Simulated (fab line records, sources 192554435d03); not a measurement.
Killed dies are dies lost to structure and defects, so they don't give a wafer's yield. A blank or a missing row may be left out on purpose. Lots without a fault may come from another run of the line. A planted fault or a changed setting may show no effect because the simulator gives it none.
fab line records | flow n5_finfet
record lots=7 wafers=39
route steps=1938 shown WELL_APT@32 FIN_CUT@169 DUMMY_GATE@246 SD_EPI_N@288 SD_ACTIVATION@331 HKMG_FIN@406 BEOL_M4@1111
start_h: hours from the record's first day to the start of the lot's first wafer shown | wait_h: hours since the lot's step before | " the same as in the row above | L1.1+2: a row that stands for several wafers | - no value, or no start given | * or withheld: withheld | < > ~ a bound
route shown NAME@n: a module of which the file shows steps, and the number in the route of the first | usual: mean/standard deviation of fault-free wafers | same: alike in all rows | chamber/n: place in a boat | sites: the reading at each site | _std_site: their standard deviation | _edge_site: outer sites' mean less inner sites' | radius_mm: how far each site lies from the wafer's centre | mask NAME#n: copy n | behind: the tool/chamber that last shaped the wafer | hold: why the lot was held/for how many hours/how that ended | device: the transistor (n, p or np) that didn't switch | end of line: the same wafers' tests at the end of the route | a step without rows: its recipe alone | killed: dies lost to structure and defects at the first sort, not the wafer's yield | map: a wafer's dies, x killed, . not, _ none there
set.NAME: the setting as run; set.NAME@STEP: as run at that earlier step | model.NAME: the simulator's own value behind a step, which no gauge read
lots whose settings were changed on purpose; a table a step, a row a wafer
## steps
# step N5_WELL_APT_IMPLANT_14
# recipe species=P energy_kev=160 dose_cm2=1.5e+13 tilt_deg=0 rotation_deg=0
# step N5_FIN_CUT_ETCH_21
# recipe chemistry=N2/H2 target=SOC target_depth_a=2190 overetch_a=438 mask_material=SiARC temp_c=40 ion_energy_ev=100 bias_w=61 time_s=523.5 pressure_mtorr=30 source_w=850 n2_flow_sccm=200 h2_flow_sccm=200
# step N5_DUMMY_GATE_ETCH_32
# recipe chemistry=CF4 target=SiO2 target_depth_a=35 time_s=3.9 ion_energy_ev=350 pressure_mtorr=10 icp_w=800 bias_w=400 cf4_flow_sccm=80
# step N5_DUMMY_GATE_ETCH_42
# recipe chemistry=CHF3/O2 target=SiO2 target_depth_a=35 time_s=31 ion_energy_ev=30 bias_w=12 pressure_mtorr=30 source_w=600 Ar_flow_sccm=200 CHF3_flow_sccm=50 O2_flow_sccm=5
# step N5_SD_EPI_N_EPI_21
# recipe material=Si:P dopant=P temp_c=680 pressure_torr=255 time_s=690
# step N5_SD_ACTIVATION_LSA_01
# recipe temp_c=1080 time_s=0.0008 ambient=N2
# step N5_HKMG_FIN_ETCH_58
# recipe chemistry=N2/H2 target=SOC target_depth_a=2158 ion_energy_ev=50 bias_w=13 time_s=741 pressure_mtorr=30 source_w=875 n2_flow_sccm=200 h2_flow_sccm=200
# step N5_HKMG_FIN_ALD_36
# recipe material=TiN target_thk_a=10 temp_c=400 ald_precursor_family=TiCl4 ald_co_reactant=NH3 pulse_time_s=1 purge_time_s=3 co_reactant_purge_time_s=2 co_reactant_pulse_time_s=2 ald_cycles=47 pressure_torr=3
# step N5_BEOL_M4_RC_MEAS_101
# usual RS_NWELL=1036/6.8 RS_SD_N=28.3/0.34
# columns lot.wafer tool chamber start_h wait_h set.energy_kev@WELL_APT_IMPLANT_14 set.bias_w@FIN_CUT_ETCH_21 set.time_s@DUMMY_GATE_ETCH_32 set.bias_w@DUMMY_GATE_ETCH_42 set.epi_growth_time_s@SD_EPI_N_EPI_21 set.time_s@SD_ACTIVATION_LSA_01 set.target_depth_a@HKMG_FIN_ETCH_58 set.ald_cycles@HKMG_FIN_ALD_36 RS_NWELL[ohm/sq] RS_SD_N[ohm/sq]
L074.1 prober-01 0 164.54 0.0 160 49.38 3.9 12 690 0.0008 2158 47 1031 28.2
L074.2 " 0 " " 148.7 49.38 3.9 9.716 666.2 0.0008 2063 47 1077 29.4
L074.3 " 0 " " 160 61 3.9 9.716 666.2 0.000883 2158 47 1042 29.1
L074.4 " 0 " " 148.7 49.38 4.71 9.716 690 0.000883 2063 47 1078 28.4
L074.5 " 0 " " 148.7 61 4.71 12 690 0.0008 2063 47 1071 28.4
L074.6 " 0 " " 160 61 4.71 12 666.2 0.000883 2158 47 1038 29.2
L079.2 prober-01 0 195.36 0.2 160 61 3.9 12 690 0.0008 2158 47 1033 28.4
L079.4 " 0 " " 160 61 3.9 12 690 0.0008 2158 47 1039 28.7
L079.6 " 0 " " 160 61 3.9 12 690 0.0008 2158 47 1046 28.3
L084.1 prober-01 0 227.47 0.0 144.2 50.67 4.682 12 690 0.0008 2378 51 1107 28.5
L084.2 " 0 " " 160 61 4.682 12 740.1 0.001034 2158 51 1021 26.3
L084.3 " 0 " " 144.2 50.67 4.682 12 740.1 0.0008 2158 47 1093 26.9
L084.4 " 0 " " 144.2 61 3.9 12 690 0.001034 2378 47 1097 27.7
L084.5 " 0 " " 160 61 3.9 12 690 0.0008 2158 51 1047 28.4
L084.6 " 0 " " 160 50.67 3.9 12 740.1 0.001034 2378 47 1037 26.1
L087.1 prober-02 0 253.67 0.0 160 61 3.9 10.73 761.7 0.0008 2402 47 1036 26.3
L087.2 " 0 " " 160 61 3.199 12 690 0.0008 2402 47 1036 28.6
L087.3 " 0 " " 141.3 61 3.199 10.73 690 0.0008 2158 47 1120 28.7
L087.4 " 0 " " 141.3 61 3.199 12 761.7 0.0008 2158 51 1123 26.6
L087.5 " 0 " " 141.3 61 3.9 10.73 690 0.0008 2402 51 1116 28.2
L087.6 " 0 " " 160 61 3.9 12 761.7 0.0008 2158 51 1032 25.9
L089.1 prober-01 0 264.37 0.1 160 61 3.47 12 743.3 0.0005671 2158 44 1030 28.2
L089.2 " 0 " " 160 61 3.47 12 690 0.0008 2158 44 1034 28.2
L089.3 " 0 " " 160 61 3.9 9.856 743.3 0.0008 2158 44 1031 26.8
L089.4 " 0 " " 160 61 3.9 12 743.3 0.0005671 2158 47 1045 27.7
L089.5 " 0 " " 160 61 3.47 9.856 690 0.0008 2158 47 1037 28.4
L089.6 " 0 " " 160 61 3.9 9.856 690 0.0005671 2158 47 1035 29.7
L096.1 prober-01 0 306.25 0.0 160 51.91 3.9 12 690 0.0008654 2065 46 1039 28.0
L096.2 " 0 " " 153.1 61 2.966 12 743.6 0.0008 2065 47 1051 27.3
L096.3 " 0 " " 160 61 3.9 10.74 743.6 0.0008654 2158 47 1024 26.5
L096.4 " 0 " " 153.1 51.91 3.9 10.74 743.6 0.0008 2158 46 1055 26.8
L096.5 " 0 " " 153.1 61 2.966 12 690 0.0008 2158 46 1053 27.9
L096.6 " 0 " " 160 51.91 2.966 10.74 690 0.0008654 2065 47 1035 28.0
L097.1 prober-02 0 306.35 0.0 160 69.58 4.345 12 690 0.0008 2158 50 1034 27.9
L097.2 " 0 " " 160 69.58 3.9 13.84 690 0.0008 2158 50 1032 28.5
L097.3 " 0 " " 160 61 4.345 12 690 0.0008 2158 47 1040 28.6
L097.4 " 0 " " 160 69.58 3.9 12 690 0.0008 2158 47 1041 28.5
L097.5 " 0 " " 160 61 4.345 13.84 690 0.0008 2158 47 1033 28.2
L097.6 " 0 " " 160 61 3.9 13.84 690 0.0008 2158 50 1037 28.9
## key
split step=N5_WELL_APT_IMPLANT_14 setting=energy_kev stated_as=160
response step=N5_BEOL_M4_RC_MEAS_101 reading=RS_NWELL slope=-6.33 per=1% together_with=all explained=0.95
split step=N5_FIN_CUT_ETCH_21 setting=bias_w stated_as=61
response none clear
split step=N5_DUMMY_GATE_ETCH_32 setting=time_s stated_as=3.9
response none clear
split step=N5_DUMMY_GATE_ETCH_42 setting=bias_w stated_as=12
response none clear
split step=N5_SD_EPI_N_EPI_21 setting=epi_growth_time_s stated_as=690
response step=N5_BEOL_M4_RC_MEAS_101 reading=RS_SD_N slope=-0.193 per=1% together_with=all explained=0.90
split step=N5_SD_ACTIVATION_LSA_01 setting=time_s stated_as=0.0008
response step=N5_BEOL_M4_RC_MEAS_101 reading=RS_SD_N slope=-0.0333 per=1% together_with=all explained=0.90
split step=N5_HKMG_FIN_ETCH_58 setting=target_depth_a stated_as=2158
response none clear
split step=N5_HKMG_FIN_ALD_36 setting=ald_cycles stated_as=47
response none clear
